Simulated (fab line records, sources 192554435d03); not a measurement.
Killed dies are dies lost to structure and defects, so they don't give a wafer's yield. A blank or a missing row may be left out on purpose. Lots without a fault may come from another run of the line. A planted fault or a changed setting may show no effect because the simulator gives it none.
Split-lot experiment | flow n5_finfet | 7 lots, 21 wafers read, on a route of 1938 steps

THE SPLIT
At N5_MOL_CONTACT_COAG_ALD_133 (deposits SiO2, target thk 5 nm, pulse time 1 s, co reactant pulse time 1 s), the setting ald_cycles was moved away from the recipe's 35 on 4 of the 21 wafers read, by -14.3% to +11.4%. The other wafers ran this setting at the recipe's value.

The reading is taken at the split's own step.

THE READING
SiO2_of_MOL_CONTACT_COAG_ALD_133.thk_nm (the simulator's own value, which no gauge read), in nm, at N5_MOL_CONTACT_COAG_ALD_133 (deposits SiO2, target thk 5 nm, pulse time 1 s, co reactant pulse time 1 s). The file gives no usual value for it.

wafer  | tool, chamber at the split | ald_cycles as run | against the recipe | SiO2_of_MOL_CONTACT_COAG_ALD_133.thk_nm, nm | against lot-mates on the recipe
L078.1 | ald_sin-03, 0,1            | 35                | recipe             | 5                                           | -
L078.3 | ald_sin-03, 0,1            | 35                | recipe             | 5                                           | -
L078.6 | ald_sin-03, 1              | 30                | -14.3%             | 4.2                                         | -0.8
L083.1 | ald_sin-04, 1,0,2          | 35                | recipe             | 5                                           | -
L083.2 | ald_sin-04, 1,0,2          | 35                | recipe             | 5                                           | -
L083.6 | ald_sin-04, 1,0,2          | 35                | recipe             | 5                                           | -
L088.4 | ald_sin-03, 1,3,0          | 35                | recipe             | 5                                           | -
L088.5 | ald_sin-03, 1,3,0          | 35                | recipe             | 5                                           | -
L088.6 | ald_sin-03, 1,3,0          | 35                | recipe             | 5                                           | -
L089.1 | ald_sin-04, 3,0,3          | 35                | recipe             | 5                                           | -
L089.3 | ald_sin-04, 3,0,3          | 35                | recipe             | 5                                           | -
L089.5 | ald_sin-04, 3,0,3          | 35                | recipe             | 5                                           | -
L093.1 | ald_sin-03, 3              | 38                | +8.6%              | 5.4                                         | +0.4
L093.3 | ald_sin-03, 1,3            | 35                | recipe             | 5                                           | -
L093.6 | ald_sin-03, 1,3            | 35                | recipe             | 5                                           | -
L094.1 | ald_sin-04, 1,2            | 35                | recipe             | 5                                           | -
L094.2 | ald_sin-04, 1,2            | 35                | recipe             | 5                                           | -
L094.5 | ald_sin-04, 1              | 33                | -5.7%              | 4.6                                         | -0.4
L096.1 | ald_sin-01, 2,1            | 35                | recipe             | 5                                           | -
L096.5 | ald_sin-01, 2,1            | 35                | recipe             | 5                                           | -
L096.2 | ald_sin-01, 1              | 39                | +11.4%             | 5.6                                         | +0.6
Where a row lists several chambers, the file gives one row for several wafers and doesn't say which wafer went through which chamber.

THE FIT
A straight line over all 21 wafers: SiO2_of_MOL_CONTACT_COAG_ALD_133.thk_nm changes by +0.0544 nm for each +1% of ald_cycles; r = +1.00; the points scatter about the line by 0.025 nm.
The same after taking each lot's own level away (the mean of its wafers on the recipe; 21 wafers): +0.0544 nm for each +1%; r = +1.00; scatter 0.025 nm.
On that fit, the largest move of ald_cycles shifts the reading by 0.78 nm.
The lots' own levels span 5.00 to 5.00 nm.
So the lot-to-lot level changes the slope little: the two slopes agree.
Check: with one of the wafers moved furthest among these (-14.3%) left out of the fit, the line predicts -0.774 nm for it against its lot-mates. It came out at -0.8 nm against them.

THE FILE'S OWN FIT
SiO2_of_MOL_CONTACT_COAG_ALD_133.thk_nm changes by +0.0544 nm for each +1% of ald_cycles, r = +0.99.
